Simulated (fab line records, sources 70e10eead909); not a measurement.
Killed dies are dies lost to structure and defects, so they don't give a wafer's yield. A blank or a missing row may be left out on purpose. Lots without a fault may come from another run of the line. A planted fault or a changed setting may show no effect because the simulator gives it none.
fab line records | flow nand_harc
record lots=24 wafers=72 last_day=34
route steps=1302 shown A_STAIRCASE@853 A_SGD_CUT@906 A_SLIT@935
lots that met no fault: from a run of the same line without faults
start_h: hours from the record's first day to the start of the lot's first wafer shown | wait_h: hours since the lot's step before | " the same as in the row above | L1.1+2: a row that stands for several wafers | - no value, or no start given | * or withheld: withheld | < > ~ a bound
route shown NAME@n: a module of which the file shows steps, and the number in the route of the first | usual: mean/standard deviation of fault-free wafers | same: alike in all rows | chamber/n: place in a boat | sites: the reading at each site | _std_site: their standard deviation | _edge_site: outer sites' mean less inner sites' | radius_mm: how far each site lies from the wafer's centre | mask NAME#n: copy n | behind: the tool/chamber that last shaped the wafer | hold: why the lot was held/for how many hours/how that ended | device: the transistor (n, p or np) that didn't switch | end of line: the same wafers' tests at the end of the route | a step without rows: its recipe alone | killed: dies lost to structure and defects at the first sort, not the wafer's yield | map: a wafer's dies, x killed, . not, _ none there
set.NAME: the setting as run; set.NAME@STEP: as run at that earlier step | model.NAME: the simulator's own value behind a step, which no gauge read
steps of the route over a sample of lots; a table a step, a row a wafer
services: from which hour (start_h, from the record's first day; less than 0 if before it) a tool's chamber was out of use, for how many hours, and why
## steps
# step NHARC_A_STAIRCASE_DEP_322
# recipe target_thk_a=72000 temp_c=400 target_thk_nm=7200 teos_flow_sccm=200 rf_w=500 material=SiO2
# usual heater_power_outer_w=372/57 heater_power_w=644/85 rf_fwd_power_W=499.4/1.6
# columns lot.wafer tool chamber start_h wait_h heater_power_outer_w heater_power_w rf_fwd_power_W since_wet_clean_h
L074.2 pecvd-04 0 407.66 0.1 363 594 500.9 126
L074.1 " 1 " " 438 734 499.1 126
L074.4 " 0 " " 344 566 499.5 -
L075.2 pecvd-03 0 423.65 0.1 364 626 497.6 44
L075.1 " 2 " " 427 713 499.8 45
L075.5 " 0 " " 286 556 500.6 -
L076.1 pecvd-04 2 423.73 0.2 358 597 498.6 142
L076.2 " 1 " " 403 691 499.5 142
L076.4 " 2 " " 349 576 501.0 -
L077.1 pecvd-02 0 433.89 0.1 443 766 499.1 13
L077.2 " 2 " " 450 755 497.0 13
L077.4 " 0 " " 380 679 497.7 -
L078.2 pecvd-02 1 443.82 0.1 320 543 495.7 22
L078.4 " 1 " " 293 496 499.6 -
L078.5 " 2 " " 346 631 497.8 -
L079.1 pecvd-02 1 450.74 0.1 356 602 501.0 29
L079.2 " 2 " " 439 757 501.1 30
L079.4 " 2 " " 356 623 498.7 -
L080.3 pecvd-02 0 464.86 0.1 492 836 501.2 44
L080.2 " 2 " " 448 756 501.5 44
L080.5 " 2 " " 347 625 500.9 -
L081.6 pecvd-02 1 478.33 0.4 292 512 496.0 -
L081.4 " 2 " " 358 609 497.5 -
L081.5 " 0 " " 383 685 498.8 -
L083.2 pecvd-02 2 493.51 0.2 428 753 501.7 72
L083.3 " 1 " " 296 509 500.6 -
L083.5 " 1 " " 282 505 498.4 -
L082.5 pecvd-03 1 493.88 0.6 329 625 497.4 -
L082.6 " 2 " " 400 634 499.2 -
L082.4 " 0 " " 296 553 495.2 -
L085.2 pecvd-03 0 519.15 0.1 284 549 499.1 140
L085.3 " 2 " " 474 746 500.2 140
L085.6 " 1 " " 322 616 500.4 -
L084.2 pecvd-04 2 519.15 0.1 452 730 502.6 56
L084.1 " 0 " " 370 619 500.4 56
L084.6 " 1 " " 332 579 500.5 -
L087.4 pecvd-02 1 525.63 0.4 287 503 497.0 -
L087.5 " 2 " " 349 638 499.8 -
L087.6 " 0 " " 383 694 501.0 -
L089.2 pecvd-02 0 537.11 0.2 503 852 500.9 116
L089.1 " 1 " " 375 631 498.0 116
L089.4 " 0 " " 388 693 498.6 -
L086.3 pecvd-03 0 537.11 0.2 364 634 498.4 158
L086.1 " 1 " " 391 719 498.3 158
L086.4 " 1 " " 331 614 499.6 -
L088.2 pecvd-04 1 537.22 0.3 433 708 498.9 74
L088.4 " 2 " " 353 591 499.4 -
L088.5 " 0 " " 344 563 497.9 -
L091.2 pecvd-04 0 573.30 0.1 385 630 500.9 110
L091.3 " 2 " " 439 712 500.8 111
L091.6 " 1 " " 329 587 501.1 -
L090.3 pecvd-03 2 573.39 0.2 472 717 500.6 13
L090.1 " 0 " " 311 590 498.9 13
L090.4 " 0 " " 279 536 500.5 -
L092.2 pecvd-02 2 580.45 0.1 413 717 499.8 159
L092.3 " 0 " " 482 816 502.0 159
L092.5 " 2 " " 354 632 499.3 -
L094.3 pecvd-03 1 597.65 0.1 407 736 499.3 37
L094.1 " 0 " " 338 629 500.9 38
L094.4 " 1 " " 341 649 500.2 -
L093.2 pecvd-04 0 597.74 0.2 450 721 499.4 135
L093.3 " 1 " " 350 614 497.2 135
L093.6 " 1 " " 337 564 496.7 -
L096.2 pecvd-03 2 617.26 0.3 473 751 501.1 57
L096.4 " 0 " " 276 546 498.1 -
L096.6 " 1 " " 325 641 500.4 -
L095.2 pecvd-02 1 617.27 0.3 339 565 496.5 15
L095.5 " 2 " " 363 666 500.6 -
L095.4 " 0 " " 387 701 499.1 -
L097.1 pecvd-03 0 650.83 0.1 393 708 496.8 91
L097.3 " 2 " " 508 795 499.0 91
L097.5 " 0 " " 281 537 498.8 -
# step NHARC_A_SGD_CUT_ETCH_59
# recipe target_depth_a=2600 over_etch_frac=0.25 time_s=406.25 ion_energy_ev=200 n2_flow_sccm=150 h2_flow_sccm=150 ar_flow_sccm=0 rf_w=400 bias_w=150 chemistry=N2/H2
# usual drypump_motor_current_A=5.6/0.45 oes_product_au=0.999/0.012 rf_fwd_power_W=399.3/1.3 rf_vpp_V=430.7/2.7 showerhead_plenum_p_Torr=2.04/0.098 throttle_valve_pct=14.169/0.0095
# same over_etch_frac=0.25
# columns lot.wafer tool chamber start_h wait_h drypump_motor_current_A oes_product_au rf_fwd_power_W rf_hours_counter_h rf_vpp_V showerhead_plenum_p_Torr throttle_valve_pct
L074.1 rie_diel-09 3 - - 4.9 1.012 399.3 4 433.4 2.13 14.170
L074.2 " 1 " " 5.7 1.009 400.4 4 430.4 2.00 14.176
L074.4 " 2 " " 5.3 1.002 397.5 4 433.0 2.15 14.166
L075.2 rie_diel-09 1 - - 5.7 1.002 400.4 5 431.3 2.00 14.178
L075.1 " 2 " " 5.3 1.004 402.1 5 433.2 2.15 14.170
L075.5 " 1 " " 5.7 1.004 399.7 - 431.2 2.01 14.177
L076.1 rie_diel-02 1 - - 6.2 1.017 402.7 4 432.0 2.16 14.157
L076.2 " 2 " " 5.2 0.985 401.0 4 433.0 2.19 14.157
L076.4 " 0 " " 5.9 0.998 401.4 4 430.9 2.02 14.171
L077.4 rie_diel-02 2 - - 5.2 0.993 400.5 6 434.4 2.19 14.176
L077.1 " 3 " " 5.8 1.003 398.4 6 428.0 1.90 14.168
L077.2 " 1 " " 6.2 1.037 399.4 6 432.5 2.16 14.178
L078.4 rie_diel-02 2 - - 5.2 0.989 398.7 7 434.8 2.19 14.173
L078.2 " 0 " " 5.9 1.004 399.5 7 429.9 2.02 14.162
L078.5 " 2 " " 5.2 0.986 402.3 - 435.5 2.19 14.166
L079.2 rie_diel-09 3 - - 4.9 1.003 399.0 7 432.1 2.12 14.176
L079.1 " 0 " " 5.5 0.999 397.9 7 427.6 1.94 14.167
L079.4 " 1 " " 5.7 1.001 397.0 7 429.2 2.00 14.183
L080.3 rie_diel-11 0 - - 5.4 1.002 398.7 3 427.2 1.90 14.186
L080.2 " 2 " " 6.0 1.001 399.7 3 431.6 2.10 14.172
L080.5 " 0 " " 5.4 0.997 400.8 - 425.8 1.90 14.181
L081.4 rie_diel-02 0 - - 5.9 1.007 399.0 10 429.7 2.02 14.174
L081.6 " 3 " " 5.8 1.004 398.7 - 427.2 1.90 14.192
L081.5 " 0 " " 5.9 1.007 401.7 - 430.2 2.02 14.167
L082.4 rie_diel-11 1 - - 6.7 0.975 399.8 4 429.9 2.01 14.155
L082.6 " 1 " " 6.7 0.975 399.2 - 429.3 2.01 14.167
L082.5 " 2 " " 5.9 1.002 400.2 - 432.5 2.09 14.171
L083.2 rie_diel-09 0 - - 5.5 0.982 397.9 0 427.0 1.94 14.148
L083.3 " 2 " " 5.3 1.010 398.2 0 432.2 2.15 14.155
L083.5 " 0 " " 5.6 0.994 400.3 - 428.4 1.94 14.173
L084.2 rie_diel-02 0 - - 5.9 1.006 400.0 13 431.0 2.01 14.167
L084.1 " 2 " " 5.3 0.972 397.5 12 435.8 2.19 14.188
L084.6 " 3 " " 5.8 1.001 398.7 - 426.2 1.90 14.181
L085.3 rie_diel-09 3 - - 4.9 1.009 399.2 2 433.9 2.12 14.189
L085.2 " 0 " " 5.5 1.001 398.4 2 427.7 1.94 14.183
L085.6 " 0 " " 5.5 0.990 397.8 - 428.5 1.94 14.157
L087.5 rie_diel-09 0 - - 5.5 0.992 400.0 - 426.9 1.94 14.170
L087.6 " 1 " " 5.7 1.007 398.7 - 429.7 2.00 14.169
L087.4 " 3 " " 4.9 0.998 400.2 - 431.4 2.12 14.167
L086.1 rie_diel-09 1 - - 5.7 1.015 401.7 2 427.6 2.00 14.165
L086.3 " 2 " " 5.3 1.006 398.3 2 433.1 2.15 14.176
L086.4 " 3 " " 4.9 1.005 398.4 3 431.8 2.12 14.165
L088.4 rie_diel-02 2 - - 5.3 0.973 399.6 13 432.7 2.19 14.183
L088.2 " 0 " " 5.9 0.990 398.5 14 429.3 2.01 14.171
L088.5 " 2 " " 5.2 0.985 400.4 - 436.1 2.19 14.153
L089.1 rie_diel-09 1 - - 5.7 1.003 401.0 2 428.2 2.00 14.172
L089.2 " 2 " " 5.3 1.018 397.7 2 433.7 2.15 14.163
L089.4 " 3 " " 4.9 1.006 398.0 3 432.8 2.12 14.158
L091.3 rie_diel-11 0 - - 5.4 0.993 399.5 10 426.4 1.90 14.181
L091.2 " 1 " " 6.7 0.975 399.4 10 429.6 2.01 14.166
L091.6 " 1 " " 6.7 0.973 398.4 - 428.8 2.01 14.152
L090.4 rie_diel-02 0 - - 5.9 1.007 399.3 1 428.8 2.01 14.156
L090.3 " 1 " " 6.2 1.003 400.1 1 433.4 2.15 14.161
L090.1 " 2 " " 5.2 0.991 397.6 2 433.8 2.18 14.179
L092.3 rie_diel-11 1 - - 6.7 0.969 398.0 11 430.7 2.01 14.162
L092.2 " 2 " " 5.9 0.996 400.0 10 433.2 2.09 14.173
L092.5 " 2 " " 5.9 0.990 399.3 - 430.4 2.09 14.164
L094.1 rie_diel-09 2 - - 5.4 1.023 397.1 4 432.4 2.15 14.165
L094.3 " 3 " " 4.9 1.006 401.9 5 432.3 2.12 14.184
L094.4 " 1 " " 5.7 1.011 397.6 4 430.1 2.00 14.179
L093.2 rie_diel-11 0 - - 5.4 1.005 398.1 0 427.0 1.90 14.167
L093.3 " 3 " " 5.4 1.008 398.2 0 432.4 2.15 14.187
L093.6 " 1 " " 6.7 0.983 398.5 - 430.8 2.01 14.160
L096.2 rie_diel-11 2 - - 5.9 1.013 398.6 2 431.9 2.09 14.153
L096.4 " 1 " " 6.7 0.981 400.8 2 429.3 2.01 14.170
L096.6 " 2 " " 6.0 0.996 398.7 - 433.5 2.09 14.168
L095.4 rie_diel-09 1 - - 5.7 1.004 399.6 6 429.6 2.00 14.161
L095.2 " 3 " " 4.9 1.002 396.3 6 433.3 2.12 14.180
L095.5 " 1 " " 5.7 1.002 402.4 - 429.3 2.00 14.185
L097.1 rie_diel-11 3 - - 5.5 1.003 398.8 4 434.2 2.15 14.170
L097.3 " 2 " " 5.9 1.007 398.7 4 431.6 2.09 14.169
L097.5 " 3 " " 5.4 1.000 400.1 - 432.9 2.15 14.184
# step NHARC_A_SGD_CUT_STRIP_17
# recipe o2_flow_sccm=500 ar_flow_sccm=0 bias_w=0 chemistry=O2
# usual drypump_motor_current_A=5.7/0.43 oes_product_au=0.999/0.012 rf_vpp_V=57.8/0.84 showerhead_plenum_p_Torr=3.54/0.15 throttle_valve_pct=17.037/0.0087
# columns lot.wafer tool chamber start_h wait_h drypump_motor_current_A oes_product_au rf_hours_counter_h rf_vpp_V showerhead_plenum_p_Torr throttle_valve_pct
L074.1 rie_diel-09 1 - - 5.7 0.999 4 56.3 3.47 17.041
L074.4 " 2 " " 5.3 0.997 4 58.7 3.70 17.052
L074.2 " 3 " " 4.9 1.019 5 58.7 3.66 17.035
L075.1 rie_diel-09 3 - - 4.9 1.007 6 58.6 3.66 17.028
L075.2 " 0 " " 5.5 0.993 6 57.7 3.37 17.037
L075.5 " 1 " " 5.7 1.007 - 58.0 3.47 17.043
L076.2 rie_diel-02 3 - - 5.8 0.996 5 57.3 3.32 17.030
L076.1 " 0 " " 5.9 0.999 5 57.4 3.49 17.032
L076.4 " 2 " " 5.2 0.985 4 57.8 3.76 17.044
L077.4 rie_diel-02 1 - - 6.1 1.008 6 58.6 3.71 17.034
L077.1 " 2 " " 5.2 0.997 6 59.2 3.76 17.040
L077.2 " 3 " " 5.8 0.992 7 56.6 3.32 17.043
L078.2 rie_diel-02 1 - - 6.1 1.029 7 57.4 3.71 17.033
L078.4 " 3 " " 5.8 1.012 7 57.8 3.32 17.053
L078.5 " 1 " " 6.1 1.024 - 56.6 3.71 17.044
L079.4 rie_diel-09 2 - - 5.3 1.012 7 58.7 3.70 17.042
L079.1 " 3 " " 4.9 1.001 8 57.9 3.66 17.041
L079.2 " 0 " " 5.6 0.993 8 56.0 3.37 17.053
L080.2 rie_diel-11 3 - - 5.4 0.986 3 57.5 3.70 17.039
L080.3 " 0 " " 5.4 0.992 3 57.6 3.31 17.028
L080.5 " 2 " " 5.9 1.006 - 57.8 3.62 17.024
L081.4 rie_diel-02 1 - - 6.2 1.014 9 57.1 3.71 17.031
L081.5 " 2 " " 5.3 0.979 - 57.2 3.76 17.011
L081.6 " 3 " " 5.8 1.005 - 55.9 3.31 17.041
L082.4 rie_diel-11 0 - - 5.4 0.998 5 56.3 3.31 17.029
L082.5 " 2 " " 6.0 1.002 - 58.5 3.61 17.046
L082.6 " 3 " " 5.5 0.993 - 58.3 3.70 17.049
L083.2 rie_diel-09 2 - - 5.3 1.019 1 58.4 3.70 17.039
L083.3 " 0 " " 5.5 0.998 1 57.5 3.37 17.015
L083.5 " 1 " " 5.7 1.008 - 58.4 3.47 17.052
L084.1 rie_diel-02 0 - - 5.9 0.994 13 57.1 3.49 17.042
L084.2 " 1 " " 6.2 1.015 13 58.1 3.71 17.025
L084.6 " 3 " " 5.8 0.995 - 57.5 3.31 17.033
L085.2 rie_diel-09 3 - - 4.9 1.008 2 58.0 3.66 17.045
L085.3 " 1 " " 5.7 1.010 1 57.2 3.47 17.033
L085.6 " 3 " " 4.9 1.005 - 59.6 3.66 17.037
L087.5 rie_diel-09 0 - - 5.5 0.993 - 58.6 3.37 17.040
L087.6 " 1 " " 5.7 1.006 - 57.6 3.47 17.045
L087.4 " 3 " " 4.9 1.000 - 58.8 3.66 17.035
L086.3 rie_diel-09 1 - - 5.7 1.004 2 58.0 3.47 17.043
L086.1 " 2 " " 5.3 1.023 2 59.5 3.70 17.046
L086.4 " 0 " " 5.5 0.997 3 56.1 3.37 17.049
L088.2 rie_diel-02 2 - - 5.2 0.988 14 58.9 3.76 17.026
L088.4 " 3 " " 5.8 0.981 15 58.0 3.31 17.031
L088.5 " 2 " " 5.2 0.976 - 58.6 3.76 17.028
L089.2 rie_diel-09 1 - - 5.7 0.999 3 58.4 3.47 17.040
L089.4 " 2 " " 5.3 1.022 2 58.2 3.70 17.018
L089.1 " 3 " " 4.9 1.009 3 58.2 3.66 17.050
L091.3 rie_diel-11 3 - - 5.5 0.987 9 58.6 3.70 17.027
L091.2 " 0 " " 5.4 0.996 10 57.3 3.31 17.031
L091.6 " 2 " " 5.9 1.004 - 57.3 3.61 17.036
L090.1 rie_diel-02 0 - - 5.9 1.009 2 58.1 3.49 17.034
L090.4 " 1 " " 6.2 1.014 1 58.5 3.71 17.028
L090.3 " 3 " " 5.8 0.990 2 56.7 3.31 17.031
L092.2 rie_diel-11 0 - - 5.4 0.998 11 57.4 3.31 17.039
L092.3 " 2 " " 5.9 0.995 10 57.9 3.61 17.041
L092.5 " 1 " " 6.7 0.984 - 56.7 3.48 17.046
L094.1 rie_diel-09 0 - - 5.5 1.002 5 57.8 3.37 17.036
L094.4 " 1 " " 5.7 0.998 5 58.2 3.47 17.040
L094.3 " 3 " " 4.9 1.012 5 59.0 3.66 17.028
L093.2 rie_diel-11 0 - - 5.4 0.981 0 56.7 3.31 17.042
L093.3 " 1 " " 6.7 0.973 0 57.1 3.48 17.039
L093.6 " 0 " " 5.4 0.985 - 57.7 3.31 17.040
L096.2 rie_diel-11 0 - - 5.5 0.992 1 57.4 3.31 17.036
L096.4 " 2 " " 5.9 0.999 2 58.5 3.61 17.019
L096.6 " 0 " " 5.4 0.993 - 57.4 3.31 17.045
L095.4 rie_diel-09 3 - - 4.9 0.999 7 59.0 3.66 17.034
L095.2 " 0 " " 5.5 0.998 7 58.1 3.37 17.033
L095.5 " 1 " " 5.7 1.001 - 57.0 3.47 17.030
L097.3 rie_diel-11 0 - - 5.4 0.977 3 56.3 3.31 17.048
L097.1 " 1 " " 6.7 0.981 5 56.2 3.48 17.035
L097.5 " 1 " " 6.7 0.977 - 57.3 3.48 17.046
# step NHARC_A_SGD_CUT_THK_MEAS_22
# recipe thk_meas_gauge=ellipsometry
# usual thk_nm=148.2/1.3
# columns lot.wafer tool chamber start_h wait_h thk_nm
L074.1 film_metro-01 - 437.50 0.2 147.6
L074.2 " - " " 147.2
L074.4 " - " " 148.0
L075.1 film_metro-02 - 456.51 0.2 147.5
L075.2 " - " " 148.4
L075.5 " - " " 148.3
L076.1 film_metro-01 - 456.52 0.2 149.3
L076.2 " - " " 149.4
L076.4 " - " " 151.1
L077.1 film_metro-02 - 466.42 0.2 145.6
L077.2 " - " " 148.9
L077.4 " - " " 147.9
L078.2 film_metro-02 - 479.66 0.2 147.2
L078.4 " - " " 149.4
L078.5 " - " " 147.7
L079.1 film_metro-02 - 483.02 0.2 147.8
L079.2 " - " " 147.1
L079.4 " - " " 148.9
L080.2 film_metro-02 - 501.21 0.2 148.7
L080.3 " - " " 149.1
L080.5 " - " " 151.6
L081.4 film_metro-02 - 517.45 0.2 147.7
L081.5 " - " " 150.6
L081.6 " - " " 148.7
L083.2 film_metro-01 - 526.78 0.2 148.0
L083.3 " - " " 147.2
L083.5 " - " " 148.8
L082.4 film_metro-02 - 526.78 0.2 148.6
L082.5 " - " " 144.1
L082.6 " - " " 148.0
L084.1 film_metro-01 - 554.16 0.2 147.9
L084.2 " - " " 148.3
L084.6 " - " " 149.2
L085.2 film_metro-02 - 554.16 0.2 150.3
L085.3 " - " " 147.8
L085.6 " - " " 146.7
L087.4 film_metro-01 - 558.86 0.2 149.8
L087.5 " - " " 148.4
L087.6 " - " " 149.4
L086.1 film_metro-02 - 568.72 0.2 149.8
L086.3 " - " " 146.7
L086.4 " - " " 148.5
L088.2 film_metro-01 - 568.72 0.2 148.0
L088.4 " - " " 149.1
L088.5 " - " " 146.9
L089.1 film_metro-01 - 568.72 0.2 146.8
L089.2 " - " " 146.6
L089.4 " - " " 147.9
L091.2 film_metro-01 - 604.18 0.2 148.7
L091.3 " - " " 149.2
L091.6 " - " " 148.9
L090.1 film_metro-02 - 604.18 0.2 148.0
L090.3 " - " " 148.8
L090.4 " - " " 146.7
L092.2 film_metro-02 - 611.59 0.2 147.2
L092.3 " - " " 148.7
L092.5 " - " " 147.7
L094.1 film_metro-01 - 631.38 0.2 145.8
L094.3 " - " " 146.7
L094.4 " - " " 147.7
L093.2 film_metro-02 - 631.38 0.2 149.2
L093.3 " - " " 148.8
L093.6 " - " " 148.9
L095.2 film_metro-02 - 651.61 0.2 146.2
L095.4 " - " " 148.0
L095.5 " - " " 149.0
L096.2 film_metro-01 - 651.61 0.2 149.5
L096.4 " - " " 149.0
L096.6 " - " " 148.6
L097.1 film_metro-02 - 685.28 0.2 150.5
L097.3 " - " " 149.4
L097.5 " - " " 151.5
# step NHARC_A_SLIT_INSPECT_11
# usual raw_defect_count=53/24
# columns lot.wafer tool chamber start_h wait_h raw_defect_count
L074.1 defect_inspect-01 - 444.67 0.0 104
L074.2 " - " " 118
L074.4 " - " " 94
L075.1 defect_inspect-02 - 462.06 0.0 109
L075.2 " - " " 119
L075.5 " - " " 114
L076.1 defect_inspect-02 - 463.01 0.0 21
L076.2 " - " " 28
L076.4 " - " " 20
L077.1 defect_inspect-02 - 471.90 0.0 60
L077.2 " - " " 65
L077.4 " - " " 53
L078.2 defect_inspect-02 - 487.87 0.0 29
L078.4 " - " " 29
L078.5 " - " " 21
L079.1 defect_inspect-02 - 495.68 0.0 64
L079.2 " - " " 47
L079.4 " - " " 72
L080.2 defect_inspect-01 - 509.59 0.0 73
L080.3 " - " " 68
L080.5 " - " " 55
L081.4 defect_inspect-01 - 522.87 0.0 30
L081.5 " - " " 21
L081.6 " - " " 28
L082.4 defect_inspect-01 - 532.84 0.0 72
L082.5 " - " " 95
L082.6 " - " " 70
L083.2 defect_inspect-01 - 534.16 0.0 73
L083.3 " - " " 75
L083.5 " - " " 83
L084.1 defect_inspect-01 - 559.68 0.0 31
L084.2 " - " " 34
L084.6 " - " " 33
L085.2 defect_inspect-02 - 561.97 0.0 61
L085.3 " - " " 60
L085.6 " - " " 59
L087.4 defect_inspect-01 - 570.29 0.0 46
L087.5 " - " " 27
L087.6 " - " " 31
L088.2 defect_inspect-01 - 574.20 0.0 42
L088.4 " - " " 45
L088.5 " - " " 51
L086.1 defect_inspect-02 - 574.37 0.0 30
L086.3 " - " " 28
L086.4 " - " " 21
L089.1 defect_inspect-01 - 575.31 0.0 59
L089.2 " - " " 48
L089.4 " - " " 67
L091.2 defect_inspect-02 - 612.27 0.0 51
L091.3 " - " " 54
L091.6 " - " " 56
L090.1 defect_inspect-02 - 614.00 0.0 19
L090.3 " - " " 18
L090.4 " - " " 24
L092.2 defect_inspect-01 - 625.92 0.0 47
L092.3 " - " " 40
L092.5 " - " " 54
L094.1 defect_inspect-02 - 637.45 0.0 58
L094.3 " - " " 61
L094.4 " - " " 69
L093.2 defect_inspect-01 - 638.64 0.0 59
L093.3 " - " " 72
L093.6 " - " " 64
L096.2 defect_inspect-02 - 657.06 0.0 55
L096.4 " - " " 63
L096.6 " - " " 40
L095.2 defect_inspect-01 - 657.78 0.0 26
L095.4 " - " " 36
L095.5 " - " " 32
L097.1 defect_inspect-02 - 692.21 0.0 33
L097.3 " - " " 39
L097.5 " - " " 34
# step NHARC_A_SLIT_ETCH_17
# recipe bias_v=900 source_w=withheld pressure_mtorr=20 ar_flow_sccm=375 c4f8_flow_sccm=83.3 o2_flow_sccm=41.7 time_s=4254.5 target_depth_a=2.03e+05 chemistry=C4F8/O2/Ar
# usual c4f8_flow_sccm=83.36/0.26 drypump_motor_current_A=5.82/0.15 showerhead_plenum_p_Torr=3.71/0.19 throttle_valve_pct=32.046/0.0095
# columns lot.wafer tool chamber start_h wait_h c4f8_flow_sccm drypump_motor_current_A rf_hours_counter_h showerhead_plenum_p_Torr throttle_valve_pct
L074.1 har_etch-02 1 445.99 - 83.32 5.61 31 3.91 32.057
L074.2 " 0 " " 83.34 5.92 31 3.92 32.038
L074.4 " 0 447.80 - 83.06 5.94 - 3.92 32.042
L075.2 har_etch-02 0 463.38 - 83.26 5.93 39 3.92 32.045
L075.1 " 1 " " 83.34 5.64 39 3.90 32.051
L075.5 " 0 465.76 - 83.28 5.94 - 3.92 32.042
L076.2 har_etch-01 1 464.33 - 83.53 5.72 260 3.46 32.057
L076.1 " 0 " " 83.63 6.04 260 3.64 32.046
L076.4 " 1 " " 83.22 5.71 - 3.46 32.057
L077.1 har_etch-02 1 473.22 - 83.59 5.64 46 3.90 32.032
L077.2 " 0 " " 83.66 5.94 46 3.91 32.039
L077.4 " 0 475.04 - 83.62 5.93 - 3.91 32.064
L078.2 har_etch-01 1 489.20 - 83.45 5.72 276 3.45 32.063
L078.4 " 1 490.42 - 83.38 5.72 - 3.45 32.034
L078.5 " 1 491.63 - 82.79 5.69 - 3.45 32.049
L079.2 har_etch-01 0 497.01 - 82.91 6.01 279 3.63 32.051
L079.1 " 1 " " 83.09 5.71 279 3.45 32.058
L079.4 " 0 " " 82.88 6.01 - 3.63 32.056
L080.2 har_etch-01 0 511.35 - 83.43 6.03 287 3.63 32.046
L080.3 " 0 512.58 - 83.49 6.05 - 3.63 32.052
L080.5 " 1 514.43 - 83.41 5.70 - 3.45 32.054
L081.4 har_etch-02 0 526.00 - 83.74 5.93 - 3.90 32.025
L081.5 " 1 " " 83.16 5.66 - 3.89 32.046
L081.6 " 0 " " 83.78 5.93 - 3.90 32.033
L083.2 har_etch-02 1 541.68 - 83.31 5.66 85 3.88 32.057
L083.3 " 1 542.87 - 83.43 5.65 - 3.88 32.044
L083.5 " 0 " " 83.60 5.93 - 3.89 32.044
L082.4 har_etch-01 0 542.42 - 83.81 6.00 - 3.62 32.032
L082.6 " 1 " " 83.56 5.76 - 3.44 32.034
L082.5 " 0 " " 83.41 6.03 - 3.62 32.051
L084.2 har_etch-02 1 561.01 - 83.00 5.66 92 3.87 32.027
L084.1 " 0 " " 83.69 5.91 92 3.89 32.052
L084.6 " 1 563.40 - 83.37 5.66 - 3.87 32.026
L085.2 har_etch-01 0 563.89 - 83.25 6.03 314 3.62 32.050
L085.3 " 0 565.11 - 83.32 6.02 - 3.62 32.050
L085.6 " 0 566.33 - 83.02 6.02 - 3.62 32.039
L087.4 har_etch-01 0 572.82 - 83.35 6.00 - 3.61 32.046
L087.6 " 0 574.03 - 83.15 6.01 - 3.61 32.059
L087.5 " 1 " " 83.35 5.71 - 3.43 32.051
L088.2 har_etch-02 0 575.51 - 83.30 5.92 104 3.88 32.049
L088.4 " 0 576.72 - 83.77 5.92 - 3.88 32.050
L088.5 " 0 577.92 - 83.75 5.94 - 3.88 32.046
L086.1 har_etch-01 0 576.29 - 83.20 6.04 325 3.61 32.072
L086.3 " 1 " " 83.51 5.69 - 3.43 32.039
L086.4 " 0 " " 83.11 6.02 - 3.61 32.038
L089.2 har_etch-02 0 579.31 - 83.21 5.92 108 3.88 32.056
L089.1 " 1 " " 83.43 5.63 108 3.86 32.051
L089.4 " 1 581.14 - 83.58 5.64 - 3.86 32.034
L091.2 har_etch-02 1 613.58 - 82.95 5.65 123 3.85 32.049
L091.3 " 0 615.44 - 83.19 5.94 - 3.87 32.059
L091.6 " 0 616.67 - 83.22 5.91 - 3.87 32.044
L090.1 har_etch-01 1 615.93 - 82.70 5.68 344 3.42 32.037
L090.4 " 0 " " 83.65 6.01 - 3.60 32.033
L090.3 " 1 " " 83.37 5.68 - 3.42 32.032
L092.2 har_etch-02 0 628.05 - 83.36 5.91 131 3.87 32.057
L092.3 " 1 " " 83.27 5.66 - 3.85 32.050
L092.5 " 1 629.86 - 83.45 5.68 - 3.85 32.066
L094.1 har_etch-01 1 639.37 - 83.51 5.72 355 3.41 32.048
L094.4 " 0 " " 83.36 6.01 - 3.59 32.043
L094.3 " 1 " " 83.45 5.71 - 3.41 32.042
L093.2 har_etch-02 1 640.14 - 83.32 5.68 138 3.85 32.047
L093.3 " 0 641.95 - 83.41 5.90 - 3.86 32.047
L093.6 " 1 " " 83.46 5.65 - 3.85 32.041
L096.2 har_etch-02 0 659.64 - 83.11 5.93 153 3.85 32.038
L096.4 " 0 660.85 - 83.14 5.93 - 3.85 32.061
L096.6 " 0 662.06 - 82.91 5.92 - 3.85 32.049
L095.2 har_etch-01 1 661.54 - 83.49 5.74 375 3.40 32.057
L095.4 " 1 662.76 - 83.70 5.71 - 3.40 32.048
L095.5 " 0 " " 83.84 6.01 - 3.58 32.055
L097.1 har_etch-02 1 699.00 - 83.54 5.66 173 3.83 32.040
L097.3 " 1 700.19 - 83.43 5.69 - 3.83 32.049
L097.5 " 0 " " 83.38 5.94 - 3.84 32.049
## services
# columns tool chamber start_h hours kind
rie_diel-02 - 393.70 9.0 pm
pecvd-02 - 402.16 1.7 repair
pecvd-02 - 408.45 13.0 pm
pecvd-03 1 409.13 3.6 repair
rie_diel-11 0 422.54 20.2 repair
pecvd-03 0 430.60 7.0 repair
rie_diel-11 - 432.50 9.0 pm
pecvd-02 0 485.00 10.6 repair
rie_diel-09 - 487.98 0.5 repair
rie_diel-09 - 497.10 9.0 pm
rie_diel-09 - 525.22 0.2 repair
rie_diel-09 - 529.65 0.7 repair
rie_diel-09 2 545.26 13.2 repair
pecvd-03 - 547.39 13.0 pm
rie_diel-02 0 568.53 3.7 repair
rie_diel-02 - 570.70 9.0 pm
pecvd-02 - 589.45 13.0 pm
rie_diel-11 - 609.50 9.0 pm
rie_diel-11 0 629.64 7.3 repair
rie_diel-11 3 634.94 4.3 repair
rie_diel-02 1 638.88 25.5 repair
rie_diel-02 - 653.56 0.1 repair
rie_diel-11 2 672.49 4.3 repair
rie_diel-09 - 674.10 9.0 pm
## key
fault none
